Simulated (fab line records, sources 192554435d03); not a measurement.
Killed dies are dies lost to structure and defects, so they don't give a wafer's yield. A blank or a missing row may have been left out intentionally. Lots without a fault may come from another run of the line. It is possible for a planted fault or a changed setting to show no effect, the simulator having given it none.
Comparing a struck lot with a sound one + flow n5_finfet + 43 out of 1938 route steps
Sound: the wafers L968.3, L968.5, L968.6. Struck: wafer L981.4. (L981.3 of the same lot was not struck and is left out.) The cause comes at the end.
Per side, at each step with rows, come the tool, then ch with its chambers, and then its first start. Under that, the readings that differ: sound wafers + struck wafers + difference of the means + sigmas: that difference in standard deviations of wafers without a fault.
alike: readings with means less than 2 such deviations apart, plus words and numbers identical on both sides. not compared: withheld readings, readings lacking a value on some wafer, bounds such as >300 that could conceal the same value, and numbers that have no deviation in the record and whose values overlap.
Wherever a step has rows on one side only, a row that says differs or no value, or a row with sigmas, the two part there. Numbers that don't overlap but have no deviation are shown without sigmas and don't part them. A reading missing from all wafers of one side parts the sides only when that side holds two or more wafers.

N5_SD_EPI_P_ETCH_36: etches SiARC in CF4, target depth 45.5 nm, time 75.8 s.
  sound on rie_diel-01 ch 1,2,3, day 5 00:11; struck on rie_diel-01 ch 0, day 8 05:35
  alike: drypump_motor_current_A, etch_rf_on_time_s, oes_product_au, rf_vpp_V, showerhead_plenum_p_Torr, throttle_valve_pct
  not compared: rf_hours_counter_h
then, 8 steps without rows for these wafers: N5_SD_EPI_P_ETCH_37 (etches SOC in N2/H2, overetch 108 nm, time 486 s); N5_SD_EPI_P_STRIP_38 (strips in N2/H2); N5_SD_EPI_P_ETCHBACK_46 (etches SiNx in CH3F/O2, stops on SiO2, target depth 17.5 nm); N5_SD_EPI_P_ETCH_47 (etches SiOCN in CH3F/O2, target depth 25 nm); N5_SD_EPI_P_ETCH_16 (etches SiO2 in CHF3/O2, target depth 5 nm); N5_SD_EPI_P_STRIP_50 (strips in CHF3/O2); N5_SD_EPI_P_SD_RECESS_17 (chemistry HBr/Cl2/O2, target depth 39.1 nm, bt time 3 s); N5_SD_EPI_P_WET_ETCH_45 (etches SiO2 in dHF, time 10.7 s, target depth 2 nm, rinse time 30 s).
N5_SD_EPI_P_STRIP_40: strips in N2/H2.
  sound on plasma_asher-01 ch 0,1, day 5 01:01; struck on plasma_asher-01 ch 0, day 8 06:25
  alike: drypump_motor_current_A, heater_power_w, oes_product_au
  not compared: rf_hours_counter_h
then, 2 steps without rows for these wafers: N5_SD_EPI_P_PRECLEAN_52 (cleans in O3/DIW, time 60 s); N5_SD_EPI_P_SRD_20 (time 30 s).
N5_SD_EPI_P_PRECLEAN_51: cleans in NF3:NH3, afs cycles 1, time 20 s, sublimation time 60 s.
  sound on epi_rpcvd-01 ch 0, day 5 01:13; struck on epi_rpcvd-01 ch 0, day 8 06:38
then, 1 step without rows for these wafers: N5_SD_EPI_P_VAPOR_ETCH_44 (etches SiGe30 in NF3/Ar, time 3.3 s).
N5_SD_EPI_P_EPI_21: deposits SiGe:B, time 355 s.
  sound on epi_rpcvd-01 ch 0, day 5 02:14; struck on epi_rpcvd-01 ch 0, day 8 07:59
| reading                                     | sound          | struck | difference | sigmas |
|---------------------------------------------|----------------|--------|------------|--------|
| model.SiGe-B_of_SD_EPI_P_EPI_21.thk_nm (nm) | 61.4 60.8 61.2 | 54.4   | -6.7       |        |
N5_SD_EPI_P_EPI_MEAS_23:
  sound on film_metro-01 at day 5 03:43; struck on film_metro-01 at day 8 09:57
| reading     | sound          | struck | difference | sigmas |
|-------------|----------------|--------|------------|--------|
| thk_nm (nm) | 60.5 62.8 60.4 | 54.5   | -6.7       | -5     |
then, 6 steps without rows for these wafers: N5_SD_EPI_P_HM_STRIP_48 (strips SiNx in H3PO4, material SiNx, target depth 3 nm); N5_SD_EPI_P_SRD_49 (time 30 s); N5_SD_EPI_P_PRECLEAN_24 (cleans in O3/DIW, time 45 s); N5_SD_EPI_P_PRECLEAN_32 (cleans in dHF, time 10 s); N5_SD_EPI_P_PRECLEAN_33 (cleans in SC2, time 45 s); N5_SD_EPI_P_SRD_25 (time 30 s).
N5_SD_EPI_P_INSPECT_26: inspects for defects (darkfield).
  sound on defect_inspect-02 at day 5 03:53; struck on defect_inspect-02 at day 8 10:07
  alike: raw_defect_count
N5_SD_ACTIVATION_RTA_00: time 0 s.
  sound on rtp_anneal-01 ch 0, day 5 03:58; struck on rtp_anneal-01 ch 0, day 8 10:15
| reading             | sound             | struck | difference | sigmas |
|---------------------|-------------------|--------|------------|--------|
| lamp_zone_2_pct (%) | 9.021 8.941 8.955 | 8.914  | -0.058     | -2     |
  alike: lamp_power_pct, lamp_zone_4_pct, wafer_temp_C_max
then, 1 step without rows for these wafers: N5_SD_ACTIVATION_LSA_01 (time 0.0008 s).
N5_SD_ACTIVATION_RS_MEAS_03: the measuring method here is four-point-probe.
  sound on film_metro-01 at day 5 04:21; struck on film_metro-02 at day 8 10:38
| reading          | sound          | struck | difference | sigmas |
|------------------|----------------|--------|------------|--------|
| RS_SD_P (ohm/sq) | 56.6 57.2 57.0 | 64.1   | +7.2       | +8     |
  alike: RS_SD_N
N5_SD_ACTIVATION_INSPECT_02: inspects for defects (darkfield).
  sound on defect_inspect-01 at day 5 04:38; struck on defect_inspect-02 at day 8 10:55
  alike: raw_defect_count
then, 4 steps without rows for these wafers: N5_ILD0_LINER_00 (material SiNx, target thk 4 nm, pulse time 1 s, purge time 2 s); N5_ILD0_FCVD_FILL_01 (material SiO2 flowable, target thk 200 nm, time 328.3 s); N5_ILD0_CURE_02 (time 1800 s); N5_ILD0_CMP_03 (polishes, stops on SiNx, t overpolish 1.9 s, target thk 197.38 nm).
N5_ILD0_THK_MEAS_04:
  sound on film_metro-02 at day 5 07:22; struck on film_metro-01 at day 8 13:39
  alike: thk_nm
then, 1 step without rows for these wafers: N5_ILD0_CMP_07 (polishes SiO2 flowable, stops on poly-Si, t overpolish 1.18 s, target thk 138.88 nm).
N5_ILD0_THK_MEAS_08:
  sound on film_metro-02 at day 5 07:42; struck on film_metro-01 at day 8 13:58
  alike: thk_nm
then, 1 step without rows for these wafers: N5_ILD0_PRECLEAN_10 (cleans in NF3:NH3, afs cycles 5, time 20 s, sublimation time 60 s).
N5_ILD0_ALD_15: deposits SiNx, target thk 24 nm, pulse time 1 s, ald cycles 480.
  sound on ald_sin-01 ch 1,2,3, day 5 08:25; struck on ald_sin-03 ch 2, day 8 14:41
  alike: heater_power_w, precursor_pulse_height_rel
N5_ILD0_CMP_12: polishes SiNx, stops on poly-Si, t overpolish 6 s, target thk 17.67 nm.
  sound on cmp-01 ch 0,1,3, day 5 10:41; struck on cmp-01 ch 2, day 8 16:55
  alike: motor_current_A, overpolish_run_s, time_to_endpoint_s
N5_ILD0_THK_MEAS_13:
  sound on film_metro-01 at day 5 10:55; struck on film_metro-01 at day 8 17:11
  alike: thk_nm
N5_ILD0_INSPECT_06: inspects for defects (darkfield).
  sound on defect_inspect-01 at day 5 10:56; struck on defect_inspect-02 at day 8 17:13
  alike: raw_defect_count
then, 2 steps without rows for these wafers: N5_SDB_HM_DEP_00 (deposits SiNx from SiH4/NH3/N2, target thk 40 nm, time 35.3 s); N5_SDB_COAT_03 (time 60 s, resist thk 100 nm).
N5_MOL_CONTACT_COAG_ETCH_110: etches Si in CF4/O2, target depth 2.5 nm, time 8 s.
  sound on rie_diel-02 ch 0,1,3, day 6 10:02; struck on rie_diel-04 ch 1, day 9 15:23
| reading                                     | sound        | struck | difference | sigmas |
|---------------------------------------------|--------------|--------|------------|--------|
| model.SiGe-B_of_SD_EPI_P_EPI_21.thk_nm (nm) | 58.4 58 58.4 | 51.8   | -6.5       |        |
  alike: drypump_motor_current_A, oes_o_777_au, oes_product_au, rf_vpp_V, showerhead_plenum_p_Torr, throttle_valve_pct
  not compared: rf_hours_counter_h
-- the record jumps here: 8 days lie between the struck wafers' starts before and after (it left off in module MOL_CONTACT_COAG and takes up again in module BEOL_M4, whose first step shown is number 1111 of the route) --
N5_BEOL_M4_RC_MEAS_101:
  sound on prober-02 ch 0, day 13 01:53; struck on prober-02 ch 0, day 17 06:22
| reading             | sound                    | struck   | difference | sigmas |
|---------------------|--------------------------|----------|------------|--------|
| IOFF_P (nA/um)      | 0.185 0.213 0.226        | 0.151    | -0.057     | -2     |
| IOFF_P_85C (nA/um)  | 3.3 3.7 3.9              | 2.8      | -0.8       | -2     |
| IOFF_P_LONG (nA/um) | 9.9e-05 0.000104 9.8e-05 | 0.000138 | +0.000038  | +5     |
| ION_P (uA/um)       | 461 468 457              | 437      | -25        | -4     |
| REXT_P (ohm.um)     | 100.3 99.5 100.1         | 129.7    | +29.7      | +14    |
| RS_SD_P (ohm/sq)    | 66.4 66.5 66.6           | 74.0     | +7.5       | +8     |
| VT_P (mV)           | -252.8 -247.2 -249.5     | -257.7   | -7.9       | -3     |
| VT_P_LVT (mV)       | -100.3 -98.5 -98.0       | -108.5   | -9.6       | -5     |
  alike: DIBL_N, DIBL_P, IOFF_N, IOFF_P_LIN, ION_N, SS_N, SS_P, VT_N

## WHERE THEY PART
At N5_SD_EPI_P_EPI_MEAS_23 first; at N5_BEOL_M4_RC_MEAS_101 last (within this record only).

WHY: the cause the simulator had injected
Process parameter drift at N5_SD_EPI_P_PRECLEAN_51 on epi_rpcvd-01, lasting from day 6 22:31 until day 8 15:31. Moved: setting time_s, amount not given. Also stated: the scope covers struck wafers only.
